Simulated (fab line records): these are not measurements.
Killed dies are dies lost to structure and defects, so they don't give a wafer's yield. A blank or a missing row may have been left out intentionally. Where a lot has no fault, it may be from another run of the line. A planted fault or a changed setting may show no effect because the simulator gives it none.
Split-lot experiment :: flow n5-finfet :: on a route of 1938 steps: 7 lots, 21 wafers read

ON THE SPLIT
At N5_WELL_APT_EXPOSE_05 (exposes mask NWELL, defocus 0 nm, target cd 200 nm), the setting dose-mj was moved away from the recipe's 20.3 on 6 of the 21 wafers read, by -7.2% to +6.7%. The other wafers ran this setting at the recipe's value.

FROM THE SPLIT TO THE READING: what the file shows between them, 4 steps
- N5_WELL_APT_PEB_06: peb time 90 s (also split here: peb-time-s)
- N5_WELL_APT_DEVELOP_07: develop time 45 s
- N5_WELL_APT_HARDBAKE_12: time 120 s
- N5_WELL_APT_CD_MEAS_08: target cd 200 nm

THE READING
WELL_APT.cd-nm (the simulator's own value, which no gauge read), in nm, at N5_WELL_APT_DESCUM_13 (chemistry O2, time 7.9 s). The file does not state a usual value for it. Here, 15 wafers ran the recipe; their average is 199.5 nm with a standard deviation of 4 nm.

wafer: L076.2
tool, chamber at the split: krf-scanner-02, 0
dose-mj as run: 20.3
against the recipe: recipe
WELL_APT.cd-nm, nm: 200.2
against lot-mates on the recipe: -

wafer: L076.4
tool, chamber at the split: krf-scanner-02, 0
dose-mj as run: 20.3
against the recipe: recipe
WELL_APT.cd-nm, nm: 199
against lot-mates on the recipe: -

wafer: L076.5
tool, chamber at the split: krf-scanner-02, 0
dose-mj as run: 20.3
against the recipe: recipe
WELL_APT.cd-nm, nm: 200.8
against lot-mates on the recipe: -

wafer: L079.1
tool, chamber at the split: krf-scanner-02, 0
dose-mj as run: 20.3
against the recipe: recipe
WELL_APT.cd-nm, nm: 199.9
against lot-mates on the recipe: -

wafer: L079.2
tool, chamber at the split: krf-scanner-02, 0
dose-mj as run: 21.54
against the recipe: +6.1%
WELL_APT.cd-nm, nm: 216.1
against lot-mates on the recipe: +12.4

wafer: L079.4
tool, chamber at the split: krf-scanner-02, 0
dose-mj as run: 20.3
against the recipe: recipe
WELL_APT.cd-nm, nm: 207.4
against lot-mates on the recipe: -

wafer: L083.3
tool, chamber at the split: krf-scanner-02, 0
dose-mj as run: 21.38
against the recipe: +5.3%
WELL_APT.cd-nm, nm: 208.6
against lot-mates on the recipe: +7.7

wafer: L083.4
tool, chamber at the split: krf-scanner-02, 0
dose-mj as run: 20.3
against the recipe: recipe
WELL_APT.cd-nm, nm: 200.9
against lot-mates on the recipe: -

wafer: L083.5
tool, chamber at the split: krf-scanner-02, 0
dose-mj as run: 21.38
against the recipe: +5.3%
WELL_APT.cd-nm, nm: 209.2
against lot-mates on the recipe: +8.3

wafer: L088.1
tool, chamber at the split: krf-scanner-01, 0
dose-mj as run: 21.67
against the recipe: +6.7%
WELL_APT.cd-nm, nm: 210.7
against lot-mates on the recipe: +7.9

wafer: L088.4
tool, chamber at the split: krf-scanner-01, 0
dose-mj as run: 20.3
against the recipe: recipe
WELL_APT.cd-nm, nm: 202.6
against lot-mates on the recipe: -

wafer: L088.5
tool, chamber at the split: krf-scanner-01, 0
dose-mj as run: 20.3
against the recipe: recipe
WELL_APT.cd-nm, nm: 202.9
against lot-mates on the recipe: -

wafer: L089.1
tool, chamber at the split: krf-scanner-02, 0
dose-mj as run: 18.84
against the recipe: -7.2%
WELL_APT.cd-nm, nm: 188.3
against lot-mates on the recipe: -13.0

wafer: L089.2
tool, chamber at the split: krf-scanner-02, 0
dose-mj as run: 20.3
against the recipe: recipe
WELL_APT.cd-nm, nm: 201.3
against lot-mates on the recipe: -

wafer: L089.4
tool, chamber at the split: krf-scanner-02, 0
dose-mj as run: 18.84
against the recipe: -7.2%
WELL_APT.cd-nm, nm: 188.5
against lot-mates on the recipe: -12.8

wafer: L090.1
tool, chamber at the split: krf-scanner-01, 0
dose-mj as run: 20.3
against the recipe: recipe
WELL_APT.cd-nm, nm: 195.7
against lot-mates on the recipe: -

wafer: L090.5
tool, chamber at the split: krf-scanner-01, 0
dose-mj as run: 20.3
against the recipe: recipe
WELL_APT.cd-nm, nm: 195.7
against lot-mates on the recipe: -

wafer: L090.2
tool, chamber at the split: krf-scanner-01, 0
dose-mj as run: 20.3
against the recipe: recipe
WELL_APT.cd-nm, nm: 200.7
against lot-mates on the recipe: -

wafer: L092.1
tool, chamber at the split: krf-scanner-02, 0
dose-mj as run: 20.3
against the recipe: recipe
WELL_APT.cd-nm, nm: 192.3
against lot-mates on the recipe: -

wafer: L092.3
tool, chamber at the split: krf-scanner-02, 0
dose-mj as run: 20.3
against the recipe: recipe
WELL_APT.cd-nm, nm: 200.7
against lot-mates on the recipe: -

wafer: L092.4
tool, chamber at the split: krf-scanner-02, 0
dose-mj as run: 20.3
against the recipe: recipe
WELL_APT.cd-nm, nm: 191.8
against lot-mates on the recipe: -

THE FIT
A straight line over all 21 wafers: WELL_APT.cd-nm changes by +1.78 nm for each +1% of dose-mj; r = +0.86; the points scatter about the line by 3.8 nm.
The same after taking each lot's own level away (the mean of its wafers on the recipe; 21 wafers): +1.66 nm for each +1%; r = +0.92; scatter 2.5 nm.
That fit puts the effect of the largest move of dose-mj on the reading at 12 nm.
Across the lots, their own levels run from 194.93 to 203.65 nm, a range of 2.2 times the standard deviation given above.
So the lot-to-lot level changes the slope little: the two slopes agree.
Check: with one of the wafers moved furthest among these (-7.2%) left out of the fit, the line predicts -11.8 nm for it against its lot-mates. It came out at -13 nm against them.

OTHER SPLITS APPLIED TO THESE WAFERS
Note: prior to the reading, these wafers also went through further splits. Each is held against what the fit with the lots' levels taken away leaves over:
other split on the same wafers: N5_WELL_APT_PEB_06 peb-time-s
wafers away from the commonest value: 9
r with WELL_APT.cd-nm (lot level and that fit taken away): +0.55

THE WHOLE CHAIN: every reading that the file lists as answering this split, in the file's order
step: N5_WELL_APT_DESCUM_13
what it does: chemistry O2, time 7.9 s
reading: WELL_APT.cd-nm (the simulator's own value, which no gauge read)
change (the file's fit): +1.62 nm for each +1% of the setting
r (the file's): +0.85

step: N5_WELL_APT_CD_MEAS_08
what it does: target cd 200 nm
reading: cd-nm
change (the file's fit): +1.55 nm for each +1% of the setting, in a fit together with peb-time-s@WELL_APT_PEB_06
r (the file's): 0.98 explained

FILE'S OWN FIT
WELL_APT.cd-nm changes by +1.62 nm for each +1% of dose-mj, r = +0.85.
